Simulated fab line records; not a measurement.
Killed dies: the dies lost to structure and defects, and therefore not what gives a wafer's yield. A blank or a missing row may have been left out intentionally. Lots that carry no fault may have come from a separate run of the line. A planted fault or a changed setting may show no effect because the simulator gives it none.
Chamber matching / flow n5-finfet / N5_BEOL_M0_CO_CAP_123 on cvd-co-02: 3 sister chambers
The step material Co, precursor CCTBA/H2, target thk 2 nm, time 102.1 s. 24 wafers are shown with their chamber, then 12 later ones without.

## WAFERS, EACH WITH ITS CHAMBER
wafer=L077.3; chamber=0; heater-power-w (W)=270
wafer=L077.4; chamber=2; heater-power-w (W)=219
wafer=L077.5; chamber=0; heater-power-w (W)=263
wafer=L078.1; chamber=1; heater-power-w (W)=230
wafer=L078.3; chamber=2; heater-power-w (W)=221
wafer=L078.4; chamber=2; heater-power-w (W)=215
wafer=L079.2; chamber=0; heater-power-w (W)=267
wafer=L079.3; chamber=1; heater-power-w (W)=234
wafer=L079.4; chamber=0; heater-power-w (W)=272
wafer=L081.1; chamber=1; heater-power-w (W)=235
wafer=L081.3; chamber=2; heater-power-w (W)=217
wafer=L081.6; chamber=1; heater-power-w (W)=232
wafer=L082.1; chamber=1; heater-power-w (W)=230
wafer=L082.3; chamber=2; heater-power-w (W)=215
wafer=L082.4; chamber=1; heater-power-w (W)=228
wafer=L083.2; chamber=0; heater-power-w (W)=260
wafer=L083.3; chamber=1; heater-power-w (W)=240
wafer=L083.6; chamber=0; heater-power-w (W)=272
wafer=L085.1; chamber=0; heater-power-w (W)=266
wafer=L085.2; chamber=1; heater-power-w (W)=234
wafer=L085.6; chamber=2; heater-power-w (W)=213
wafer=L088.1; chamber=1; heater-power-w (W)=230
wafer=L088.2; chamber=0; heater-power-w (W)=264
wafer=L088.5; chamber=1; heater-power-w (W)=226

SIGNATURES (means of the wafers above)
reading=heater-power-w; chamber 0=266.75; chamber 1=231.90; chamber 2=216.67; scatter within a chamber=3.91
Rule: for a wafer and a chamber, the distance is found by dividing, reading by reading, the gap between the wafer's reading and the chamber's mean by the reading's scatter, squaring, summing and taking the root. The wafer belongs to the nearest chamber; if the next one is less than 2 further off, it can't be placed. The scatter: take each reading less its chamber's mean, square it, sum over the shown wafers, divide by the number of wafers less the number of chambers, and take the root.

## WAFERS WITH NO CHAMBER GIVEN
wafer=L089.2; heater-power-w (W)=270
wafer=L089.5; heater-power-w (W)=227
wafer=L089.6; heater-power-w (W)=267
wafer=L091.1; heater-power-w (W)=225
wafer=L091.3; heater-power-w (W)=270
wafer=L091.6; heater-power-w (W)=273
wafer=L092.1; heater-power-w (W)=228
wafer=L092.2; heater-power-w (W)=273
wafer=L092.5; heater-power-w (W)=217
wafer=L094.2; heater-power-w (W)=223
wafer=L094.3; heater-power-w (W)=225
wafer=L094.4; heater-power-w (W)=265

## THE CHAMBER EACH PASSED THROUGH
wafer=L089.2; from the rows above=0; in truth=0
wafer=L089.5; from the rows above=can't be placed: 1 or 2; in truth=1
wafer=L089.6; from the rows above=0; in truth=0
wafer=L091.1; from the rows above=can't be placed: 1 or 2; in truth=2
wafer=L091.3; from the rows above=0; in truth=0
wafer=L091.6; from the rows above=0; in truth=0
wafer=L092.1; from the rows above=can't be placed: 1 or 2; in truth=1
wafer=L092.2; from the rows above=0; in truth=0
wafer=L092.5; from the rows above=2; in truth=2
wafer=L094.2; from the rows above=can't be placed: 2 or 1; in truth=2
wafer=L094.3; from the rows above=can't be placed: 1 or 2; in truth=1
wafer=L094.4; from the rows above=0; in truth=0
Correctly placed: 7 of 12. Unplaceable from these rows: 5, with the true chamber sitting among the candidates in 5. Wrongly placed: 0.
